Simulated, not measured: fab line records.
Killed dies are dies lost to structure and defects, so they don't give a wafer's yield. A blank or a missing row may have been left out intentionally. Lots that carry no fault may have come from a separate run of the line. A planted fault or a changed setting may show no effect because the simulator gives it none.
Chamber matching	flow n5_finfet	rie_diel-06 running N5_SDB_ETCH_25: 4 sister chambers
The step etches SiO2 in C4F6/O2, target depth 10 nm, time 3.3 s. 4 wafers are shown with their chamber, then 10 later ones without.

## EACH WAFER AND ITS CHAMBER
wafer	chamber	showerhead_plenum_p_Torr (Torr)
L085.3	2	2.79
L085.5	0	2.79
L088.1	1	2.90
L088.5	3	2.82

## WAFERS WITH NO CHAMBER GIVEN
wafer	showerhead_plenum_p_Torr (Torr)
L088.6	2.79
L094.2	2.78
L094.3	2.78
L094.4	2.82
L096.3	2.89
L096.4	2.82
L096.5	2.82
L097.2	2.78
L097.4	2.78
L097.5	2.78

## CHAMBER TAKEN BY EACH
wafer	from the rows above	in truth
L088.6	can't be placed: 0 or 2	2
L094.2	can't be placed: 0 or 2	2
L094.3	can't be placed: 0 or 2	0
L094.4	3	3
L096.3	1	1
L096.4	3	3
L096.5	3	3
L097.2	can't be placed: 0 or 2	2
L097.4	can't be placed: 0 or 2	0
L097.5	can't be placed: 0 or 2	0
Correctly placed: 4 of 10. Unplaceable from these rows: 6, with the true chamber sitting among the candidates in 6. Placed wrongly: 0.
How it was worked out, from the rows above alone: a wafer's distance from a chamber is the root of the sum, over the readings, of the square of ((its reading less the chamber's mean) divided by the reading's scatter). If the next closest chamber is less than 2 further off than the closest, the wafer can't be placed; otherwise it belongs to the closest. The mean given for a chamber averages the wafers shown for that chamber. The scatter: with one shown wafer a chamber, the root of the mean of the squares of how far each hidden wafer lies from its nearest shown one.
